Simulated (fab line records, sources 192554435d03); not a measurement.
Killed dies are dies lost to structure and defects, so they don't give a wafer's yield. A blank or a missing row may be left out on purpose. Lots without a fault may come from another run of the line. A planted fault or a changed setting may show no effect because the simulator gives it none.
A struck lot beside a sound one | flow n5_finfet | 16 steps out of a route of 1938
Sound: wafers L233.1, L233.2, L233.5. Struck: wafer L240.1. (L240.4 of the same lot was not struck and is left out.) The cause comes at the end.
At each step with rows: each side's tool, then ch and its chambers, then its first start. Under that, the readings that differ: sound wafers | struck wafers | difference of the means | sigmas: that difference in standard deviations of wafers without a fault.
alike: readings whose means differ by less than 2 such deviations, and words and numbers that are the same on both sides. not compared: withheld readings, readings that some wafer has no value for, bounds like >300 that may hide the same value, and numbers for which the record gives no deviation and whose values overlap.
The two part at a step that has a row with sigmas, a row that says differs or no value, or rows on one side only. Numbers that don't overlap but have no deviation are shown without sigmas and don't part them. A reading that every wafer of one side lacks parts them only if that side has two wafers or more.

first, 1 step without rows for these wafers: N5_MOL_CONTACT_COAG_DEVELOP_83 (develop time 30 s).
N5_MOL_CONTACT_COAG_CD_MEAS_84: target cd 25.1 nm.
  sound on cd_sem-02 ch 0, day 8 01:46; struck on cd_sem-01 ch 0, day 9 20:56
  alike: cd_nm
N5_MOL_CONTACT_COAG_OVL_MEAS_85:
  sound on overlay-01 ch 0, day 8 01:48; struck on overlay-01 ch 0, day 9 20:58
  alike: VG_OVL
N5_MOL_CONTACT_COAG_INSPECT_57: inspects for defects (brightfield).
  sound on defect_inspect-01, day 8 01:51; struck on defect_inspect-01, day 9 21:01
  alike: raw_defect_count
N5_MOL_CONTACT_COAG_DESCUM_88: chemistry O2, time 7 s.
  sound on rie_diel-04 ch 0,3, day 8 02:03; struck on rie_diel-01 ch 0, day 9 21:10
  reading                         | sound          | struck | difference | sigmas
  showerhead_plenum_p_Torr (Torr) | 2.00 2.02 2.02 | 2.21   | +0.20      | +3
  alike: drypump_motor_current_A, oes_product_au, rf_vpp_V, throttle_valve_pct
  not compared: rf_hours_counter_h
N5_MOL_CONTACT_COAG_ETCH_89: etches underlayer in N2/H2, target depth 13 nm, time 10.4 s.
  sound on rie_diel-04 ch 0,3, day 8 02:05; struck on rie_diel-01 ch 0, day 9 21:12
  reading                         | sound             | struck | difference | sigmas
  rf_vpp_V (V)                    | 520.8 520.6 521.0 | 526.8  | +6.0       | +2
  showerhead_plenum_p_Torr (Torr) | 2.46 2.46 2.46    | 2.67   | +0.21      | +2
  alike: drypump_motor_current_A, etch_rf_on_time_s, n2_flow_sccm, oes_product_au, throttle_valve_pct
  not compared: rf_hours_counter_h
N5_MOL_CONTACT_COAG_ETCH_90: etches SiARC in CF4, target depth 13 nm, time 21.7 s.
  sound on rie_diel-04 ch 0,3, day 8 02:06; struck on rie_diel-01 ch 0, day 9 21:13
  reading                         | sound             | struck | difference | sigmas
  rf_vpp_V (V)                    | 182.6 183.0 185.5 | 187.0  | +3.3       | +3
  showerhead_plenum_p_Torr (Torr) | 2.08 2.07 2.07    | 2.24   | +0.17      | +3
  alike: drypump_motor_current_A, etch_rf_on_time_s, oes_product_au, throttle_valve_pct
  not compared: rf_hours_counter_h
N5_MOL_CONTACT_COAG_ALD_131: deposits SiO2, target thk 5 nm, pulse time 1 s, co reactant pulse time 1 s.
  sound on ald_sin-02 ch 2,3, day 8 02:23; struck on ald_sin-01 ch 3, day 9 21:18
  reading                    | sound             | struck | difference | sigmas
  precursor_pulse_height_rel | 1.030 1.009 1.011 | 0.965  | -0.052     | -3
  alike: heater_power_w
then, 1 step without rows for these wafers: N5_MOL_CONTACT_COAG_ETCHBACK_132 (etches SiO2 in CHF3, target depth 10 nm, time 6.7 s).
N5_MOL_CONTACT_COAG_ETCH_91: etches SOC in N2/H2, target depth 60 nm, overetch 21 nm, time 101.2 s.
  sound on rie_diel-01 ch 0,2, day 8 02:43; struck on rie_diel-01 ch 2, day 9 21:31
  alike: drypump_motor_current_A, n2_flow_sccm, oes_product_au, rf_vpp_V, showerhead_plenum_p_Torr, throttle_valve_pct
  not compared: rf_hours_counter_h
then, 2 steps without rows for these wafers: N5_MOL_CONTACT_COAG_STRIP_92 (strips in N2/H2); N5_MOL_CONTACT_COAG_STRIP_93 (strips in N2/H2).
N5_MOL_CONTACT_COAG_ETCHBACK_135: etches SiO2 in CHF3, target depth 25 nm, time 16.7 s.
  sound on rie_diel-01 ch 0,2, day 8 02:48; struck on rie_diel-01 ch 2, day 9 21:36
  reading          | sound          | struck | difference | sigmas
  run_length_s (s) | 40.7 39.9 39.9 | 41.6   | +1.4       | +4
  alike: drypump_motor_current_A, oes_product_au, rf_vpp_V, showerhead_plenum_p_Torr, throttle_valve_pct
  not compared: rf_hours_counter_h
then, 1 step without rows for these wafers: N5_MOL_CONTACT_COAG_STRIP_118 (strips in CHF3).
-- the record jumps here: 3 days lie between the struck wafers' starts before and after (it left off in module MOL_CONTACT_COAG and takes up again in module BEOL_M4, whose first step shown is number 1111 of the route) --
N5_BEOL_M4_RC_MEAS_101:
  sound on prober-02 ch 0, day 11 09:22; struck on prober-02 ch 0, day 13 05:03
  reading       | sound          | struck | difference | sigmas
  DIBL_N (mV/V) | 31.1 29.8 32.4 | 38.5   | +7.4       | +3
  DIBL_P (mV/V) | 30 29 32       | 38     | +8         | +2
  alike: IOFF_N, IOFF_P, ION_N, ION_P, SS_N, SS_P, VT_N, VT_P
-- the record jumps here: 4 days lie between the struck wafers' starts before and after (it left off in module BEOL_M4 and takes up again in module PASSIVATION, whose first step shown is number 1936 of the route) --
N5_PASSIVATION_PROBE_49:
  sound on prober-01, day 15 21:25; struck on prober-01, day 17 14:47
  alike: defect_limited_yield, killed_at_M0_to_M3, killed_at_M4_up, killed_at_contacts, killed_at_front_end, killed_at_other, killed_dies, killed_open, killed_short, sort_bin_4_leakage, sort_bin_5_function, sort_bin_6_memory, sort_bin_8_speed, sort_n_pass, sort_yield_pct

WHERE THEY PART
First at N5_MOL_CONTACT_COAG_DESCUM_88; last, within this record, at N5_BEOL_M4_RC_MEAS_101. Later steps at which nothing parts them and some readings are alike: N5_PASSIVATION_PROBE_49.

WHY: what the simulator had put in
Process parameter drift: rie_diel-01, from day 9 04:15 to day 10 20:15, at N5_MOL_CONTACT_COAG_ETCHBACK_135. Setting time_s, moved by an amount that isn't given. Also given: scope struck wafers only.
